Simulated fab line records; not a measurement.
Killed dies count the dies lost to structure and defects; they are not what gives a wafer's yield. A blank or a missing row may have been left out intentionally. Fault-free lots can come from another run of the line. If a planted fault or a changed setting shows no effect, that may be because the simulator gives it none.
What tool caused it? | flow n5-finfet | Sampling: 10 lots, 30 wafers, 5 of 1938 route steps

== WHAT THE GAUGES SHOWED, per wafer ==
N5_START_INSPECT_01: inspects for defects (unpatterned scan). Usual: raw-defect-count reads 6.3 (standard deviation 2.5).
lot  | measured    | on                | raw-defect-count | flag
L284 | day 1 12:02 | defect-inspect-01 | 8 8 3            |
L289 | day 2 18:02 | defect-inspect-02 | 5 3 5            |
L290 | day 3 00:02 | defect-inspect-02 | 5 4 5            |
L291 | day 3 06:02 | defect-inspect-02 | 2 6 9            |
L292 | day 3 12:02 | defect-inspect-02 | 6 5 7            |
L294 | day 4 00:02 | defect-inspect-01 | 5 9 7            |
L295 | day 4 06:02 | defect-inspect-01 | 12 5 7           |
L296 | day 4 12:02 | defect-inspect-01 | 4 9 14           |
L297 | day 4 18:02 | defect-inspect-01 | 11 6 5           |
L305 | day 6 18:02 | defect-inspect-02 | 5 10 4           |

N5_WELL_APT_INSPECT_38: inspects for defects (darkfield). Usual: raw-defect-count reads 14 (standard deviation 5).
lot  | measured    | on                | raw-defect-count | flag
L284 | day 1 16:40 | defect-inspect-02 | 14 17 13         |
L289 | day 2 22:59 | defect-inspect-02 | 12 12 10         |
L290 | day 3 04:29 | defect-inspect-02 | 12 18 10         |
L291 | day 3 10:50 | defect-inspect-02 | 12 6 19          |
L292 | day 3 16:37 | defect-inspect-02 | 21 14 11         |
L294 | day 4 04:28 | defect-inspect-02 | 12 10 19         |
L295 | day 4 10:29 | defect-inspect-02 | 11 11 8          |
L296 | day 4 18:41 | defect-inspect-01 | 8 12 9           |
L297 | day 4 23:47 | defect-inspect-02 | 19 9 16          |
L305 | day 6 23:35 | defect-inspect-02 | 21 6 19          |

N5_BEOL_M4_RC_MEAS_101. Usual: DIBL_N 37.1 mV/V, standard deviation 1.8; DIBL_P 37.2 mV/V, standard deviation 2.1; IOFF_N 0.17 nA/um, standard deviation 0.033; IOFF_P 0.22 nA/um, standard deviation 0.037; ION_N 680 uA/um, standard deviation 11; ION_P 464 uA/um, standard deviation 7.7; SS_N 71.7 mV/dec, standard deviation 0.63; SS_P 73.6 mV/dec, standard deviation 0.67; VT_N 248.9 mV, standard deviation 2.9; VT_P -251 mV, standard deviation 3.6.
lot  | measured     | on        | DIBL_N (mV/V)  | DIBL_P (mV/V)  | IOFF_N (nA/um) | IOFF_P (nA/um) | ION_N (uA/um) | ION_P (uA/um) | SS_N (mV/dec)  | SS_P (mV/dec)  | VT_N (mV)         | VT_P (mV)      | flag
L284 | day 9 21:03  | prober-02 | 37.9 38.6 38.9 | 37.9 38.6 40.7 | 0.17 0.19 0.21 | 0.20 0.22 0.26 | 671 677 713   | 454 459 480   | 72.0 72.0 71.7 | 73.3 73.4 73.4 | 250.8 247.7 244.9 | -250 -249 -249 |
L289 | day 10 00:26 | prober-02 | 37.3 39.4 37.5 | 37.8 38.5 36.9 | 0.18 0.21 0.18 | 0.23 0.24 0.22 | 690 693 689   | 467 462 468   | 71.9 72.3 71.6 | 74.0 74.5 73.8 | 246.8 245.6 246.4 | -249 -248 -249 |
L290 | day 9 19:16  | prober-02 | 36.6 37.9 38.8 | 35.3 38.5 38.1 | 0.14 0.18 0.19 | 0.16 0.22 0.21 | 663 684 681   | 449 464 463   | 72.0 72.4 71.7 | 72.9 74.1 74.2 | 253.8 248.7 249.6 | -254 -253 -253 |
L291 | day 10 00:10 | prober-01 | 38.2 38.0 37.1 | 39.4 37.8 36.8 | 0.22 0.20 0.18 | 0.31 0.29 0.26 | 697 686 680   | 481 479 466   | 72.4 72.1 72.2 | 74.2 73.6 73.5 | 245.5 245.1 246.5 | -244 -243 -247 |
L292 | day 10 03:49 | prober-01 | 37.7 37.6 34.5 | 37.9 37.6 35.4 | 0.15 0.16 0.11 | 0.19 0.18 0.15 | 665 673 655   | 458 454 452   | 71.3 71.9 70.6 | 74.0 72.9 73.1 | 251.8 252.4 255.9 | -255 -257 -258 |
L294 | day 10 19:43 | prober-02 | 35.7 38.2 34.0 | 37.0 41.7 35.3 | 0.14 0.21 0.13 | 0.18 0.25 0.17 | 663 690 665   | 455 469 462   | 72.0 71.6 70.7 | 73.9 75.1 73.4 | 250.1 245.4 251.2 | -254 -252 -255 |
L295 | day 11 00:59 | prober-01 | 38.3 37.0 35.7 | 38.8 36.4 34.3 | 0.17 0.16 0.14 | 0.24 0.21 0.17 | 671 691 672   | 463 468 457   | 71.8 71.1 71.4 | 75.1 73.4 72.9 | 250.1 248.5 251.5 | -246 -252 -251 |
L296 | day 11 19:04 | prober-02 | 39.2 37.0 38.2 | 40.1 38.1 39.8 | 0.20 0.16 0.20 | 0.23 0.19 0.23 | 673 679 686   | 452 458 465   | 72.7 71.3 72.0 | 74.4 74.2 74.5 | 249.5 249.1 248.2 | -252 -253 -250 |
L297 | day 12 19:37 | prober-02 | 38.4 40.1 35.5 | 37.7 40.1 35.1 | 0.18 0.21 0.12 | 0.21 0.26 0.18 | 676 688 671   | 459 472 465   | 70.8 71.5 70.7 | 73.7 74.3 73.8 | 247.8 247.0 252.9 | -252 -248 -252 |
L305 | day 15 12:21 | prober-01 | 38.0 37.6 37.6 | 37.4 36.2 35.7 | 0.19 0.18 0.18 | 0.22 0.22 0.21 | 694 680 669   | 467 460 460   | 72.1 72.0 71.6 | 74.2 73.4 73.0 | 243.6 247.2 248.3 | -250 -251 -252 |

== WHICH TOOL RAN EACH LOT (tool, then ch and the chambers of the sampled wafers, then the start) ==
lot  | N5_WELL_APT_IMPLANT_15         | N5_PMOS_HMC_CHANNEL_EPI_STRIP_33
L284 | implanter-02 ch 0, day 1 14:04 | rie-diel-02 ch 1,2,3, day 1 17:19
L289 | implanter-01 ch 0, day 2 20:16 | rie-diel-02 ch 0,3, day 2 23:32
L290 | implanter-02 ch 0, day 3 01:59 | rie-diel-02 ch 1,3, day 3 05:13
L291 | implanter-01 ch 0, day 3 08:09 | rie-diel-02 ch 0,1, day 3 11:46
L292 | implanter-02 ch 0, day 3 13:56 | rie-diel-02 ch 1,2, day 3 17:10
L294 | implanter-01 ch 0, day 4 01:56 | rie-diel-02 ch 1,3, day 4 05:44
L295 | implanter-01 ch 0, day 4 07:57 | rie-diel-02 ch 0,1, day 4 11:26
L296 | implanter-01 ch 0, day 4 15:20 | rie-diel-02 ch 0,1,3, day 4 19:14
L297 | implanter-01 ch 0, day 4 20:28 | rie-diel-02 ch 0,3, day 5 00:23
L305 | implanter-01 ch 0, day 6 20:28 | rie-diel-06 ch 0,1,2, day 7 00:21
- N5_WELL_APT_IMPLANT_15
- N5_PMOS_HMC_CHANNEL_EPI_STRIP_33: strips in N2/H2.

== WHAT THE TOOLS THEMSELVES READ (means of the sampled wafers that have a number; where no wafer has one, the mark that the record gives instead) ==
N5_PMOS_HMC_CHANNEL_EPI_STRIP_33. Usual: chamber-pressure-mTorr 50.00 mTorr, standard deviation 0.094; drypump-motor-current-A 5.9 A, standard deviation 0.38; oes-product-au 0.78 a.u., standard deviation 0.099; rf-vpp-V 53.9 V, standard deviation 1.7; showerhead-plenum-p-Torr 3.36 Torr, standard deviation 0.11; throttle-valve-pct 19.2 %, standard deviation 0.3.
lot  | tool        | chamber-pressure-mTorr (mTorr) | drypump-motor-current-A (A) | oes-product-au (a.u.) | rf-vpp-V (V) | showerhead-plenum-p-Torr (Torr) | throttle-valve-pct (%) | flag
L284 | rie-diel-02 | 50.06                          | 5.7                         | 0.72                  | 54.6         | 3.43                            | 19.4                   |
L289 | rie-diel-02 | 49.95                          | 6.3                         | 0.72                  | 52.0         | 3.28                            | 19.3                   |
L290 | rie-diel-02 | 50.00                          | 5.9                         | 0.77                  | 52.5         | 3.40                            | 19.4                   |
L291 | rie-diel-02 | 50.00                          | 6.1                         | 0.77                  | 53.9         | 3.32                            | 19.5                   |
L292 | rie-diel-02 | 50.05                          | 5.4                         | 0.70                  | 54.7         | 3.42                            | 19.4                   |
L294 | rie-diel-02 | 50.09                          | 5.9                         | 0.92                  | 54.3         | 3.43                            | 19.1                   |
L295 | rie-diel-02 | 49.96                          | 6.1                         | 0.76                  | 54.0         | 3.31                            | 19.4                   |
L296 | rie-diel-02 | 50.09                          | 6.1                         | 0.83                  | 55.5         | 3.34                            | 19.2                   |
L297 | rie-diel-02 | 49.96                          | 6.1                         | 0.89                  | 54.6         | 3.36                            | 19.0                   |
L305 | rie-diel-06 | 50.10                          | 5.9                         | 0.79                  | 52.0         | 3.37                            | 18.7                   |

== THE ANSWER, worked out from the rows above alone ==
Rule: a lot is off if the mean of its wafers that have a number lies more than 3 standard deviations from the usual mean. Also off: a lot with no number at a reading for which 4 or more lots have one. Where the step has rows for the other lots, those lots are counted as sound. After the gauges, taken in route order, come the tools' own readings; for these a lot's mean is taken, as printed above. The first step at which some lot is off is used, and at that step the reading that is off furthest; a lot without a number counts as furthest.
Nothing can be told from this: no lot is off at any reading shown.

== WHAT WAS PUT IN BY THE SIMULATOR ==
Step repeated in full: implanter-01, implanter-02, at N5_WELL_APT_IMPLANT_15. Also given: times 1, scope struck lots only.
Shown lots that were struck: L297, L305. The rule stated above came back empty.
